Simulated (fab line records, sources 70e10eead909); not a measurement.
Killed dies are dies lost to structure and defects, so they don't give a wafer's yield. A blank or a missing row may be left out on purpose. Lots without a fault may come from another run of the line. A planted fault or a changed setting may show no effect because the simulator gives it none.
Chamber matching | flow nand_harc | NHARC_P_M0_PRE_CLEAN_31 on pecvd-02: 3 sister chambers
The step time 12 s. 3 wafers are shown with their chamber, then 8 later ones without.

WAFERS WITH THEIR CHAMBER
wafer  | chamber | heater_power_w (W)
L086.4 | 0       | 612
L092.4 | 1       | 780
L094.1 | 2       | 704

WAFERS WITHOUT THEIR CHAMBER
wafer  | heater_power_w (W)
L094.4 | 722
L094.6 | 707
L095.2 | 769
L095.5 | 615
L095.6 | 752
L097.1 | 634
L097.2 | 720
L097.4 | 630

WHICH CHAMBER EACH WENT THROUGH
wafer  | from the rows above     | in truth
L094.4 | 2                       | 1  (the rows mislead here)
L094.6 | 2                       | 2
L095.2 | 1                       | 1
L095.5 | 0                       | 0
L095.6 | can't be placed: 1 or 2 | 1
L097.1 | 0                       | 0
L097.2 | 2                       | 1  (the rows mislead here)
L097.4 | 0                       | 0
Placed correctly: 5 of 8. Can't be placed from these rows: 1 (the true chamber is among the candidates in 1). Placed wrongly: 2.
How it was worked out, from the rows above alone: a wafer's distance from a chamber is the root of the sum, over the readings, of the square of ((its reading less the chamber's mean) divided by the reading's scatter). The wafer belongs to the nearest chamber; if the next one is less than 2 further off, it can't be placed. A chamber's mean is the mean of its shown wafers. The scatter: with one shown wafer a chamber, the root of the mean of the squares of how far each hidden wafer lies from its nearest shown one.
